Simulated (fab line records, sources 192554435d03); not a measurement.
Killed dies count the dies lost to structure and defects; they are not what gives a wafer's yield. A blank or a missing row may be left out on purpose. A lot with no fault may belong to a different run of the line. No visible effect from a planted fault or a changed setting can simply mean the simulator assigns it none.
fab line records	flow n5_finfet
[record] lots = 5	wafers = 12	last_day = 18
route steps=1938 shown BEOL_M2@879 BEOL_M4@1111 PASSIVATION@1936
lots untouched by any fault: they come from a run of this same line in which no faults occurred
start_h: start of the lot's first displayed wafer, in hours after the record's first day	wait_h: hours elapsed since this lot's preceding step	" as in the row above	L1.1+2: a single row standing in for several wafers	- no value, or no start given	* or withheld: withheld	< > ~ a bound
route shown NAME@n: NAME is a module with steps in the file, n the number in the route of the first one	usual: the fault-free wafers' mean and standard deviation	same: alike in all rows	chamber/n: place in a boat	sites: readings site by site	_std_site: how widely they spread, as a standard deviation	_edge_site: the outer-site mean with the inner-site mean subtracted	radius_mm: for every site, how far away it sits from the centre of the wafer	mask NAME#n: copy n	behind: the last tool/chamber to shape the wafer	hold: why the lot went on hold/how many hours it stayed there/how the hold came to an end	device: names the non-switching transistor (n, p or np)	end of line: the route-end tests of the same wafers	a step without rows: its recipe alone	killed: dies lost to structure and defects at the first sort, not the wafer's yield	map: shows each die of a wafer: x if killed, . if not, _ if none is there
set.NAME: the setting as run; set.NAME@STEP: as run at that earlier step	model.NAME: the simulator's own value behind a step, which no gauge read
lots at some steps of the route; a table a step, a row a wafer
services: a tool's chamber out of use, with start hour (start_h, from the record's first day; less than 0 if before it), hours out, and reason
[[steps]]
[step N5_BEOL_M2_DESCUM_33]
[recipe] chemistry = O2	time_s = 7	source_power_w = 50	bias_power_w = 20	pressure_mtorr = 20	rf_frequency_hz = 2.712e+07	temp_c = 40	resist = CAR-EUV	o2_flow_sccm = 225
[step N5_BEOL_M2_ETCH_77]
[recipe] chemistry = N2/H2	target = underlayer	target_depth_a = 65	mask_material = CAR-EUV	time_s = 5.2	ion_energy_ev = 200	pressure_mtorr = 30	source_w = 840	bias_w = 150	n2_flow_sccm = 200	h2_flow_sccm = 200	ends = cleared
[step N5_BEOL_M2_ETCH_69]
[recipe] chemistry = CF4	target = SiARC	target_depth_a = 156	mask_material = CAR-EUV	time_s = 26	ion_energy_ev = 80	pressure_mtorr = 40	source_w = 545	bias_w = 36	Ar_flow_sccm = 100	cf4_flow_sccm = 100	ends = cleared
[step N5_BEOL_M2_ALD_98]
[recipe] material = SiO2	target_thk_a = 25	temp_c = 100	ald_precursor_family = BDEAS	ald_co_reactant = O2-plasma	pulse_time_s = 1	co_reactant_pulse_time_s = 1	purge_time_s = 2	co_reactant_purge_time_s = 2	ald_cycles = 17	pressure_torr = 2
[step N5_BEOL_M2_ETCHBACK_99]
[recipe] chemistry = CHF3	target = SiO2	target_depth_a = 50	time_s = 10.4	source_w = 215	bias_w = 47	Ar_flow_sccm = 200	CHF3_flow_sccm = 12	ion_energy_ev = 100	pressure_mtorr = 30
[step N5_BEOL_M2_ETCH_70]
[recipe] chemistry = N2/H2	target = SOC	target_depth_a = 800	overetch_a = 240	mask_material = SiARC	temp_c = 40	time_s = 130	ion_energy_ev = 200	pressure_mtorr = 30	source_w = 840	bias_w = 150	n2_flow_sccm = 200	h2_flow_sccm = 200
[step N5_BEOL_M2_STRIP_71]
[recipe] chemistry = N2/H2	temp_c = 40	n2_flow_sccm = 200	h2_flow_sccm = 200	rf_frequency_hz = 6e+07
[step N5_BEOL_M2_STRIP_78]
[recipe] chemistry = N2/H2	temp_c = 40	n2_flow_sccm = 200	h2_flow_sccm = 200	rf_frequency_hz = 6e+07
[step N5_BEOL_M2_VIA_ETCH_34]
[recipe] chemistry = C4F6/O2	target_depth_a = 694	mask_material = SOC	pressure_mtorr = 15	ion_energy_ev = 250	taper_deg = 4	time_s = 65.9	source_w = 350	bias_w = 170	Ar_flow_sccm = 300	C4F6_flow_sccm = 10	O2_flow_sccm = 10
[step N5_BEOL_M2_STRIP_83]
[recipe] chemistry = C4F6/O2	resist = SiARC	rf_frequency_hz = 6e+07
[step N5_BEOL_M2_STRIP_36]
[recipe] chemistry = N2/H2	power_w = 450	temp_c = 40	pressure_mtorr = 20	rf_frequency_hz = 6e+07	overash_fraction = 0.3	bias_power_w = 7	h2_frac = 0.5	n2_flow_sccm = 200	h2_flow_sccm = 200
[step N5_BEOL_M2_TRENCH_ETCH_37]
[recipe] chemistry = C4F6/O2	target_depth_a = 555.55	target = SiOC	time_s = 29.2	ion_energy_ev = 250	pressure_mtorr = 30	source_w = 355	bias_w = 185	Ar_flow_sccm = 300	C4F6_flow_sccm = 10	O2_flow_sccm = 10
[usual] C4F6_flow_sccm = 10.00/0.031	drypump_motor_current_A = 5.9/0.4	oes_product_au = 0.81/0.095	rf_vpp_V = 663/7.3	showerhead_plenum_p_Torr = 2.85/0.091	throttle_valve_pct = 20.66/0.22
lot.wafer	tool	chamber	start_h	wait_h	C4F6_flow_sccm	drypump_motor_current_A	oes_product_au	rf_hours_counter_h	rf_vpp_V	showerhead_plenum_p_Torr	throttle_valve_pct	model.BEOL_M2.feature_depth_nm	model.etch.depth_nm	model.TiN_of_BEOL_M2_HM_DEP_02.thk_nm
L227.2	rie_diel-01	3	166.86	-	10.01	6.2	0.86	43	671	3.01	20.52	55.8	55.83	17.8
L227.4	"	2	"	"	10.01	5.6	0.76	-	650	2.84	20.56	55.6	55.52	17.8
L227.6	"	3	"	"	10.03	6.2	0.87	-	670	3.01	20.54	56.2	56.15	17.8
L231.3	rie_diel-01	2	203.88	-	10.05	5.6	0.67	187	649	2.83	20.57	47	47.08	18.2
L231.4	"	0	"	"	10.04	6.2	0.94	13	657	2.91	20.31	57.2	57.24	17.4
L235.3	rie_diel-01	3	218.96	-	10.02	6.2	0.75	65	670	3.00	20.54	46.6	46.68	17.8
L235.5	"	1	"	"	9.99	5.9	0.78	-	656	2.77	20.64	47.8	47.73	17.6
L236.3	rie_diel-01	1	224.37	-	10.02	5.9	0.78	50	657	2.77	20.64	47.6	47.59	17.8
L236.4	"	2	"	"	10.05	5.6	0.74	196	651	2.83	20.60	55.4	55.44	17.6
L244.2	rie_diel-02	2	287.13	-	10.02	5.6	0.87	53	659	2.89	21.09	55.6	55.68	17.6
L244.4	"	1	"	"	9.98	4.8	0.96	5	674	3.03	20.45	55.4	55.34	17.6
L244.6	"	1	"	"	10.03	4.8	0.97	-	673	3.03	20.44	55.4	55.49	17.6
[step N5_BEOL_M2_ETCH_41]
[recipe] chemistry = CH3F/O2	target = SiCN	target_depth_a = 299	taper_deg = 2	time_s = 52.5	ion_energy_ev = 120	mask_material = TiN	pressure_mtorr = 30	source_w = 395	bias_w = 75	Ar_flow_sccm = 150	CH3F_flow_sccm = 30	O2_flow_sccm = 20
[step N5_BEOL_M2_STRIP_97]
[recipe] chemistry = N2/H2	time_s = 10	power_w = 450	temp_c = 40	pressure_mtorr = 20	rf_frequency_hz = 6e+07	bias_power_w = 7	n2_flow_sccm = 200	h2_flow_sccm = 200
[step N5_BEOL_M2_OCD_MEAS_38]
[usual] trench_depth_nm = 55.7/0.66
lot.wafer	tool	chamber	start_h	wait_h	trench_depth_nm
L227.2	ocd-01	-	167.02	-	56.0
L227.4	"	-	"	"	55.2
L227.6	"	-	"	"	56.3
L231.3	ocd-01	-	204.04	-	46.5
L231.4	"	-	"	"	57.2
L235.3	ocd-02	-	219.12	-	47.1
L235.5	"	-	"	"	47.6
L236.3	ocd-02	-	224.53	-	47.1
L236.4	"	-	"	"	54.9
L244.2	ocd-02	-	287.28	-	55.5
L244.4	"	-	"	"	55.9
L244.6	"	-	"	"	55.9
[step N5_BEOL_M2_HM_STRIP_39]
[recipe] chemistry = peroxide_tin_strip	material = TiN	target_depth_a = 250	temp_c = 50	time_s = 158
[step N5_BEOL_M2_SRD_40]
[recipe] time_s = 30	temp_c = 23	rinse_liquid = diw	dry = ipa_marangoni
[step N5_BEOL_M2_PRECLEAN_42]
[recipe] chemistry = residue_remover	time_s = 60	temp_c = 40
[step N5_BEOL_M2_SRD_43]
[recipe] time_s = 30	temp_c = 23	rinse_liquid = diw	dry = ipa_marangoni
[step N5_BEOL_M2_DEGAS_44]
[recipe] ambient = vacuum	temp_c = 250	time_s = 60
[step N5_BEOL_M2_PRE_CLEAN_45]
[recipe] gas = H2/He	time_s = 30	temp_c = 250
[step N5_BEOL_M2_ALD_84]
[recipe] material = TaN	target_thk_a = *	temp_c = 275	ald_precursor_family = PDMAT	ald_co_reactant = NH3	pressure_torr = 3	carrier_flow_sccm = 1500	pulse_time_s = 2	purge_time_s = 3	co_reactant_purge_time_s = 2	co_reactant_pulse_time_s = 3	ald_cycles = 30	precursor_vessel_temp_c = 75	precursor_vessel_pressure_torr = 26.25	precursor_vessel_carrier_sccm = 1000
[step N5_BEOL_M2_SURFACE_TREAT_85]
[recipe] gas = Ar	time_s = *	ion_energy_ev = *	ion_current_ma_cm2 = 0.5	pressure_mtorr = *	ar_flow_sccm = 30
[step N5_BEOL_M2_CVD_47]
[recipe] material = Co	target_thk_a = 30	temp_c = withheld	precursor = CCTBA/H2	pressure_torr = 30	time_s = 223.8
[step N5_BEOL_M2_SPUTTER_48]
[recipe] material = Cu	target_thk_a = 45	temp_c = -20	chamber_pressure_pa = 0.07	power_w = withheld	time_s = 8.29
[step N5_BEOL_M2_ANNEAL_49]
[recipe] temp_c = 400	time_s = 240	ambient = vacuum
[step N5_BEOL_M2_SPUTTER_79]
[recipe] material = Cu	target_thk_a = 45	temp_c = -20	chamber_pressure_pa = 0.07	power_w = withheld	time_s = 8.29
[step N5_BEOL_M2_ANNEAL_80]
[recipe] temp_c = 400	time_s = 240	ambient = vacuum
[step N5_BEOL_M2_SPUTTER_81]
[recipe] material = Cu	target_thk_a = 45	temp_c = -20	chamber_pressure_pa = 0.07	power_w = withheld	time_s = 8.29
[step N5_BEOL_M2_ANNEAL_82]
[recipe] temp_c = 400	time_s = 240	ambient = vacuum
[step N5_BEOL_M2_SPUTTER_86]
[recipe] material = Cu	target_thk_a = 45	temp_c = -20	chamber_pressure_pa = 0.07	power_w = withheld	time_s = 8.29
[step N5_BEOL_M2_ANNEAL_87]
[recipe] temp_c = 400	time_s = 240	ambient = vacuum
[step N5_BEOL_M2_SPUTTER_88]
[recipe] material = Cu	target_thk_a = 45	temp_c = -20	chamber_pressure_pa = 0.07	power_w = withheld	time_s = 8.29
[step N5_BEOL_M2_ANNEAL_89]
[recipe] temp_c = 400	time_s = 240	ambient = vacuum
[step N5_BEOL_M2_SPUTTER_90]
[recipe] material = Cu	target_thk_a = 45	temp_c = -20	chamber_pressure_pa = 0.07	power_w = withheld	time_s = 8.29
[step N5_BEOL_M2_ANNEAL_91]
[recipe] temp_c = 400	time_s = 240	ambient = vacuum
[step N5_BEOL_M2_SPUTTER_92]
[recipe] material = Cu	target_thk_a = 45	temp_c = -20	chamber_pressure_pa = 0.07	power_w = withheld	time_s = 8.29
[step N5_BEOL_M2_ANNEAL_93]
[recipe] temp_c = 400	time_s = 240	ambient = vacuum
[step N5_BEOL_M2_SPUTTER_94]
[recipe] material = Cu	target_thk_a = 45	temp_c = -20	chamber_pressure_pa = 0.07	power_w = withheld	time_s = 8.29
[step N5_BEOL_M2_ANNEAL_95]
[recipe] temp_c = 400	time_s = 240	ambient = vacuum
[step N5_BEOL_M2_CMP_52]
[recipe] stop_on = SiOC	t_overpolish_s = 6.8	down_force_psi = 1	platen_rpm = 50	clearing_platen_down_force_psi = 1.5	clearing_platen_rpm = 50	post_cmp_clean = cu_alkaline	target_thk_nm = 40	clearing_platen_pad_velocity_m_s = 0.99484	pad_velocity_m_s = 0.99484
[usual] barrier_field_endpoint_s = 24.5/0.54	edge_zone_pressure_frac = 1.000/0.0057	motor_current_A = 6.1/0.45	overpolish_run_s = 6.799/0.0092	pad_life_wafers = 1160/690	time_to_endpoint_s = 61.5/2.3
lot.wafer	tool	chamber	start_h	wait_h	barrier_field_endpoint_s	edge_zone_pressure_frac	motor_current_A	overpolish_run_s	pad_life_wafers	time_to_endpoint_s	model.Cu_of_BEOL_M2_ECD_50.thk_nm
L227.2	cmp-02	3	170.55	0.2	23.2	1.004	6.1	6.806	312	57.8	39
L227.4	"	0	"	"	24.9	0.999	6.6	6.806	313	61.8	39.8
L227.6	"	0	"	"	24.6	1.002	6.5	6.800	-	63.0	39
L231.3	cmp-04	3	207.53	0.2	24.0	1.007	6.0	6.799	2028	59.9	29.8
L231.4	"	0	"	"	24.5	1.002	5.7	6.814	2029	60.5	39.8
L235.3	cmp-03	0	222.64	0.2	24.2	0.992	7.0	6.791	2035	60.3	31.2
L235.5	"	0	"	"	24.3	1.004	7.1	6.827	-	61.7	32.6
L236.3	cmp-03	2	228.51	0.2	24.6	1.000	5.3	6.799	2088	62.2	32.6
L236.4	"	0	"	"	24.7	1.013	7.1	6.812	2090	60.1	40.4
L244.4	cmp-02	0	290.66	0.1	25.3	1.003	6.5	6.806	1350	65.3	39.8
L244.2	"	2	"	"	24.3	1.003	6.5	6.799	1352	63.2	39
L244.6	"	0	"	"	24.7	1.001	6.6	6.802	-	62.1	40
[step N5_BEOL_M2_THK_MEAS_53]
[recipe] thk_meas_gauge = xrf	reads = Cu_of_BEOL_M2_ECD_50
[usual] M2_THK = 39.0/1.2
lot.wafer	tool	chamber	start_h	wait_h	M2_THK[nm]
L227.2	film_metro-01	-	170.85	-	38.2
L227.4	"	-	"	"	39.0
L227.6	"	-	"	"	38.1
L231.3	film_metro-02	-	207.83	-	29.7
L231.4	"	-	"	"	39.4
L235.3	film_metro-02	-	222.90	-	30.7
L235.5	"	-	"	"	32.2
L236.3	film_metro-02	-	228.80	-	32.5
L236.4	"	-	"	"	40.2
L244.2	film_metro-02	-	290.96	-	38.5
L244.4	"	-	"	"	39.2
L244.6	"	-	"	"	39.5
[step N5_BEOL_M2_RS_MEAS_58]
[recipe] thk_meas_gauge = four-point-probe	reads = Co_of_BEOL_M2_CO_CAP_55+Cu_of_BEOL_M2_ECD_50+Co_of_BEOL_M2_CVD_47+TaN_of_BEOL_M2_ALD_84
[usual] M2_RS = 0.678/0.026
lot.wafer	tool	chamber	start_h	wait_h	M2_RS[ohm/sq]
L227.2	film_metro-01	-	171.11	0.1	0.692
L227.4	"	-	"	"	0.673
L227.6	"	-	"	"	0.692
L231.3	film_metro-02	-	208.09	0.1	0.983
L231.4	"	-	"	"	0.672
L235.3	film_metro-02	-	223.20	0.1	0.919
L235.5	"	-	"	"	0.872
L236.3	film_metro-02	-	229.07	0.1	0.873
L236.4	"	-	"	"	0.661
L244.2	film_metro-01	-	291.22	0.1	0.689
L244.4	"	-	"	"	0.673
L244.6	"	-	"	"	0.666
[step N5_BEOL_M4_RC_MEAS_101]
[usual] DIBL_N = 36.4/1.2	DIBL_P = 36.1/1.6	IOFF_N = 0.156/0.024	IOFF_P = 0.21/0.031	ION_N = 674/11	ION_P = 463/6.9	SERP_M2 = 196/12	SERP_M2_max_site = 210/14	SS_N = 71.5/0.5	SS_P = 73.2/0.55	VT_N = 250.0/2.9	VT_P = -250/3.6
lot.wafer	tool	chamber	start_h	wait_h	DIBL_N[mV/V]	DIBL_P[mV/V]	IOFF_N[nA/um]	IOFF_P[nA/um]	ION_N[uA/um]	ION_P[uA/um]	SERP_M2[ohm/um]	SERP_M2_max_site[ohm/um]	SS_N[mV/dec]	SS_P[mV/dec]	VT_N[mV]	VT_P[mV]
L227.2	prober-01	0	192.11	0.2	36.2	34.4	0.161	0.24	667	470	194	206	72.6	73.3	249.5	-246
L227.4	"	0	"	"	35.2	32.9	0.143	0.23	665	463	210	220	70.9	73.5	252.3	-247
L227.6	"	0	"	"	36.8	34.7	0.175	0.25	685	469	207	219	70.6	74.1	245.7	-244
L231.3	prober-02	0	226.29	0.5	33.9	33.3	0.121	0.17	663	458	283	305	71.1	72.6	254.2	-253
L231.4	"	0	"	"	35.5	35.5	0.149	0.20	664	464	210	221	71.2	73.1	251.3	-248
L235.3	prober-02	0	244.21	0.3	36.5	35.6	0.168	0.19	685	453	284	298	71.2	73.4	250.4	-253
L235.5	"	0	"	"	35.4	34.0	0.138	0.17	663	452	245	254	71.2	72.5	250.0	-255
L236.3	prober-02	0	252.94	0.3	36.0	35.8	0.162	0.19	686	462	250	275	71.6	73.8	251.0	-252
L236.4	"	0	"	"	37.4	37.1	0.163	0.20	673	455	183	196	71.3	73.6	251.6	-255
L244.2	prober-01	0	314.90	0.2	37.0	36.9	0.183	0.20	695	463	184	189	72.7	73.8	246.0	-251
L244.4	"	0	"	"	36.7	36.2	0.167	0.18	680	458	182	189	71.1	73.9	249.4	-254
L244.6	"	0	"	"	35.6	35.2	0.154	0.17	679	457	167	176	72.1	73.0	247.6	-254
// sites SERP_M2 radius_mm=0,75,75,75,75,140,140,140,140
L227.2 206 197 202 194 205 176 170 174 171
L231.3 263 277 279 292 283 299 296 305 272
L235.3 289 298 271 290 292 284 257 266 263
L236.3 250 249 250 257 257 275 230 240 258
L244.2 177 179 179 180 188 184 189 187 187
[step N5_PASSIVATION_PROBE_49]
[usual] defect_limited_yield = 91.4/1.5	killed_at_M0_to_M3 = 31/11	killed_at_M4_up = 13/5.5	killed_at_contacts = 13/6.3	killed_at_front_end = 40/13	killed_at_other = 3.3/2.6	killed_dies = 101/18	killed_open = 67/13	killed_short = 33/7.9	sort_bin_5_function = 5.1/1	sort_bin_6_memory = 3.2/0.68	sort_bin_8_speed = 0/0	sort_n_pass = 1079/18
[same] gross_dies = 1180	killed_at_back_side = 0	sort_bin_4_leakage[%] = 0
lot.wafer	tool	chamber	start_h	wait_h	defect_limited_yield[%]	killed_at_M0_to_M3	killed_at_M4_up	killed_at_contacts	killed_at_front_end	killed_at_other	killed_dies	killed_open	killed_short	sort_bin_5_function[%]	sort_bin_6_memory[%]	sort_bin_8_speed[%]	sort_n_pass
L227.2	prober-01	-	289.12	0.1	92.3	31	12	6	41	1	91	61	30	4.6	2.9	0	1089
L227.4	prober-01	-	289.22	0.2	92.6	30	10	14	31	2	87	60	27	4.9	2.4	0	1093
L227.6	prober-01	-	289.32	0.3	93.8	24	8	20	19	2	73	48	25	4.2	1.9	0	1107
L231.3	prober-01	-	333.84	0.1	92.4	26	9	13	38	4	90	65	21	4.4	3.0	0.17	1090
L231.4	prober-01	-	333.89	0.2	92.5	14	4	24	43	4	89	58	30	4.1	3.2	0	1091
L235.3	prober-02	-	351.51	0.1	93.7	20	16	7	29	2	74	49	23	3.5	2.3	0.17	1106
L235.5	prober-02	-	351.61	0.2	93.6	26	11	4	32	3	76	40	35	3.3	2.6	0	1104
L236.3	prober-01	-	354.32	0.1	86.9	61	16	15	57	5	154	107	46	8.4	4.6	0	1026
L236.4	prober-01	-	354.37	0.2	90.6	34	19	11	41	6	111	74	35	5.9	3.1	0	1069
L244.2	prober-02	-	422.38	0.1	89.3	35	5	4	78	4	126	86	40	6.4	3.7	0	1054
L244.4	prober-02	-	422.48	0.2	91.7	28	16	12	41	1	98	68	29	3.9	3.6	0	1082
L244.6	prober-02	-	422.58	0.3	94.2	28	7	13	18	3	69	40	29	3.1	2.5	0	1111
// killed by level:class
L227.2 STI_FIN_REVEAL:geometric_particle:open=12 BEOL_M0_SAQP:geometric_particle:short=9 DUMMY_GATE:geometric_particle:open=7 BEOL_M0_SAQP:geometric_particle:open=7 STARTING-WAFER:geometric_particle:short=6 BEOL_M2:geometric_particle:open=5 BEOL_M1:geometric_particle:open=4 BEOL_M3:geometric_particle:open=4
L227.4 MOL_CONTACT_COAG:geometric_particle:open=13 BEOL_M3:geometric_particle:open=7 FIN_SAQP:geometric_particle:open=6 BEOL_M0_SAQP:geometric_particle:short=6 BEOL_M2:geometric_particle:open=6 BEOL_M1:geometric_particle:open=5 SPACER0:geometric_particle:short=4 STI_FIN_REVEAL:geometric_particle:open=3
L227.6 MOL_CONTACT_COAG:geometric_particle:open=16 BEOL_M0_SAQP:geometric_particle:short=5 MOL_CONTACT_COAG:geometric_particle:short=4 BEOL_M1:geometric_particle:open=4 BEOL_M2:geometric_particle:open=4 BEOL_M2:geometric_particle:short=4 FIN_SAQP:geometric_particle:open=3 STARTING-WAFER:geometric_particle:open=3
L231.3 FIN_SAQP:geometric_particle:open=13 MOL_CONTACT_COAG:geometric_particle:open=11 BEOL_M3:geometric_particle:open=11 STI_FIN_REVEAL:geometric_particle:open=7 FIN_SAQP:geometric_particle:short=4 SPACER0:geometric_particle:open=4 FIN_CUT:geometric_particle:short=2 DUMMY_GATE:geometric_particle:open=2
L231.4 MOL_CONTACT_COAG:geometric_particle:open=16 STI_FIN_REVEAL:geometric_particle:open=12 FIN_SAQP:geometric_particle:open=11 MOL_CONTACT_COAG:geometric_particle:short=8 FIN_SAQP:geometric_particle:short=7 BEOL_M2:geometric_particle:open=6 GATE_CUT:geometric_particle:short=3 BEOL_M0_SAQP:geometric_particle:short=3
L235.3 FIN_SAQP:geometric_particle:open=6 BEOL_M2:geometric_particle:open=6 MOL_CONTACT_COAG:geometric_particle:open=5 BEOL_M1:geometric_particle:open=5 DUMMY_GATE:geometric_particle:open=4 BEOL_M0_SAQP:geometric_particle:short=4 BEOL_M6:geometric_particle:open=4 DUMMY_GATE:geometric_particle:short=3
L235.5 FIN_SAQP:geometric_particle:short=9 BEOL_M1:geometric_particle:short=5 BEOL_M1:geometric_particle:open=5 STARTING-WAFER:geometric_particle:short=5 FIN_SAQP:geometric_particle:open=4 MOL_CONTACT_COAG:geometric_particle:open=4 BEOL_M3:geometric_particle:open=4 BEOL_M0_SAQP:geometric_particle:open=4
L236.3 BEOL_M0_SAQP:geometric_particle:open=18 FIN_SAQP:geometric_particle:short=17 FIN_SAQP:geometric_particle:open=14 MOL_CONTACT_COAG:geometric_particle:open=14 BEOL_M3:geometric_particle:open=14 BEOL_M0_SAQP:geometric_particle:short=13 DUMMY_GATE:geometric_particle:open=6 BEOL_M2:geometric_particle:open=6
L236.4 BEOL_M3:geometric_particle:open=19 FIN_SAQP:geometric_particle:short=11 MOL_CONTACT_COAG:geometric_particle:open=9 BEOL_M4:geometric_particle:open=7 DUMMY_GATE:geometric_particle:open=6 FIN_SAQP:geometric_particle:open=5 BEOL_M0_SAQP:geometric_particle:open=4 PAD_METAL:geometric_particle:open=4
L244.2 FIN_SAQP:geometric_particle:open=24 STI_FIN_REVEAL:geometric_particle:open=20 FIN_SAQP:geometric_particle:short=18 BEOL_M0_SAQP:geometric_particle:short=8 BEOL_M3:geometric_particle:open=7 BEOL_M2:geometric_particle:open=7 DUMMY_GATE:geometric_particle:open=7 BEOL_M0_SAQP:geometric_particle:open=6
L244.4 FIN_SAQP:geometric_particle:open=14 MOL_CONTACT_COAG:geometric_particle:open=9 FIN_SAQP:geometric_particle:short=8 BEOL_M4:geometric_particle:open=7 GATE_CUT:geometric_particle:short=6 BEOL_M1:geometric_particle:open=6 STI_FIN_REVEAL:geometric_particle:open=5 BEOL_M2:geometric_particle:open=5
L244.6 MOL_CONTACT_COAG:geometric_particle:open=11 BEOL_M0_SAQP:geometric_particle:short=7 STARTING-WAFER:geometric_particle:short=6 BEOL_M0_SAQP:geometric_particle:open=5 BEOL_M1:geometric_particle:open=5 BEOL_M3:geometric_particle:open=4 BEOL_M3:geometric_particle:short=4 STI_FIN_REVEAL:geometric_particle:open=3
[[services]]
tool	chamber	start_h	hours	kind
rie_diel-01	0	144.08	-	clean
rie_diel-01	0	144.08	-	consumable_replace:focus_ring
rie_diel-01	0	144.08	27.9	scheduled_down
rie_diel-01	0	144.08	27.9	vent_cycle
rie_diel-02	3	152.96	1.8	repair
cmp-03	-	167.87	1.6	repair
rie_diel-01	1	172.82	7.6	repair
rie_diel-02	0	174.77	2.9	repair
cmp-03	-	181.19	5.3	repair
cmp-02	-	183.50	0.6	repair
cmp-03	-	208.50	1.8	repair
rie_diel-01	3	225.93	4.2	repair
cmp-04	-	229.25	4.0	pm
cmp-04	-	233.25	-	consumable_replace:conditioner
cmp-03	-	234.58	4.0	pm
cmp-03	-	238.58	-	consumable_replace:conditioner
cmp-03	-	238.58	-	consumable_replace:pad
rie_diel-02	1	238.88	-	clean
rie_diel-02	1	238.88	-	consumable_replace:focus_ring
rie_diel-02	1	238.88	-	consumable_replace:showerhead
rie_diel-02	1	238.88	29.3	scheduled_down
rie_diel-02	1	238.88	29.3	vent_cycle
cmp-03	-	263.00	0.4	repair
cmp-04	-	265.45	1.7	repair
[[key]]
[first_sign] step = N5_BEOL_M2_OCD_MEAS_38	reading = trench_depth_nm	direction = down	sigmas = 13	usual = 55.7	struck = 47.1
[effect] step = N5_BEOL_M2_THK_MEAS_53	reading = M2_THK	direction = down	sigmas = 6.5	usual = 39.0	struck = 31.3
[effect] step = N5_BEOL_M2_RS_MEAS_58	reading = M2_RS	direction = up	sigmas = 9.1	usual = 0.678	struck = 0.912
[effect] step = N5_BEOL_M4_RC_MEAS_101	reading = SERP_M2	direction = up	sigmas = 5.8	usual = 196	struck = 266
[effect] step = N5_BEOL_M4_RC_MEAS_101	reading = SERP_M2_max_site	direction = up	sigmas = 5.4	usual = 210	struck = 283
[model_effect] step = N5_BEOL_M2_TRENCH_ETCH_37	value = BEOL_M2.feature_depth_nm	without = 56.45	struck = 47.25
[model_effect] step = N5_BEOL_M2_CMP_52	value = Cu_of_BEOL_M2_ECD_50.thk_nm	without = 40.65	struck = 31.55
met_at N5_BEOL_M2_TRENCH_ETCH_37
struck_wafers L231.3,L235.3,L235.5,L236.3
onset_between 166.86 203.88
[fault] kind = process_parameter_drift	tool = rie_diel-01	chamber = -	onset_h = 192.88	steps = N5_BEOL_M2_TRENCH_ETCH_37	channel = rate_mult	offset = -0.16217	shape = step	end_h = 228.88	scope = struck_wafers_only
